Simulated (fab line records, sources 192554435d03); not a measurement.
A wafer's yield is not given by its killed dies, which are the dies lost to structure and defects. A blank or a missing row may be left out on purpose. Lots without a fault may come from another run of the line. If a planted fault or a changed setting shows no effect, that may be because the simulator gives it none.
One fault seen from 3 desks ; flow n5-finfet ; every desk sees just its own numbers, and what lay behind them comes last

== FROM THE METROLOGY DESK ==
What the gauges read for every lot (on any tool): the sampled wafers with a number, averaged. Any lot whose mean is over 4 standard deviations away from the usual mean is out of limits and marked OUT; that distance is given in the brackets.
Columns: A = cd-nm at N5_BEOL_M10_CD_MEAS_11, usual 63.8 nm; B = M10_OVL at N5_BEOL_M10_OVL_MEAS_12, usual -0.3 nm
lot;first seen here;A;B
L990;day 9 21:46;64.0;-1.3
L998;day 11 21:20;64.3;-1.1
L101;day 13 07:08;63.3;0.1
L106;day 14 15:52;63.9;0.3
L109;day 15 03:19;64.3;-0.8
L110;day 15 13:36;63.8;0.6
L112;day 16 07:41;63.5;-0.6
Finding of this desk: none of the 7 lots has anything out of limits.

== THE TOOL OWNER'S DESK: rie-metal-03 ==
The tool's own readings at N5_BEOL_M10_HM_OPEN_17 (chemistry Cl2/BCl3, target TiN, target depth 20 nm, overetch 6 nm): means of the sampled wafers that have a number, for each lot that ran on this tool. Any lot whose mean is over 4 standard deviations away from the usual mean is out of limits and marked OUT; that distance is given in the brackets.
Columns: A = drypump-motor-current-A at N5_BEOL_M10_HM_OPEN_17, usual 5.8 A; B = oes-product-au at N5_BEOL_M10_HM_OPEN_17, usual 0.67 a.u.; C = throttle-valve-pct at N5_BEOL_M10_HM_OPEN_17, usual 22.17 %
lot;first seen here;A;B;C
L998;day 11 21:41;5.5;0.65;22.67
L109;day 15 03:47;5.5;0.72;22.38
L110;day 15 15:11;5.5;0.72;22.39
L112;day 16 08:03;5.5;0.62;22.70
Finding of this desk: none of the 4 lots has anything out of limits.

== THE DEFECT DESK ==
Counts from the inspections along the route, per lot, as means over the sampled wafers that have a number. Any lot whose mean is over 4 standard deviations away from the usual mean is out of limits and marked OUT; that distance is given in the brackets.
Columns: A = raw-defect-count at N5_BEOL_M10_INSPECT_13, usual 417
lot;first seen here;A
L990;day 9 21:49;338
L998;day 11 21:23;360
L101;day 13 07:11;429
L106;day 14 15:55;409
L109;day 15 03:22;424
L110;day 15 13:40;314
L112;day 16 07:45;484
Finding of this desk: none of the 7 lots has anything out of limits.

== BROUGHT TOGETHER ==
At the metrology desk, nothing out of limits was observed.
The tool owner's desk saw nothing out of limits.
No out-of-limits result turned up at the defect desk.

== WHAT THE SIMULATOR HAD INSERTED ==
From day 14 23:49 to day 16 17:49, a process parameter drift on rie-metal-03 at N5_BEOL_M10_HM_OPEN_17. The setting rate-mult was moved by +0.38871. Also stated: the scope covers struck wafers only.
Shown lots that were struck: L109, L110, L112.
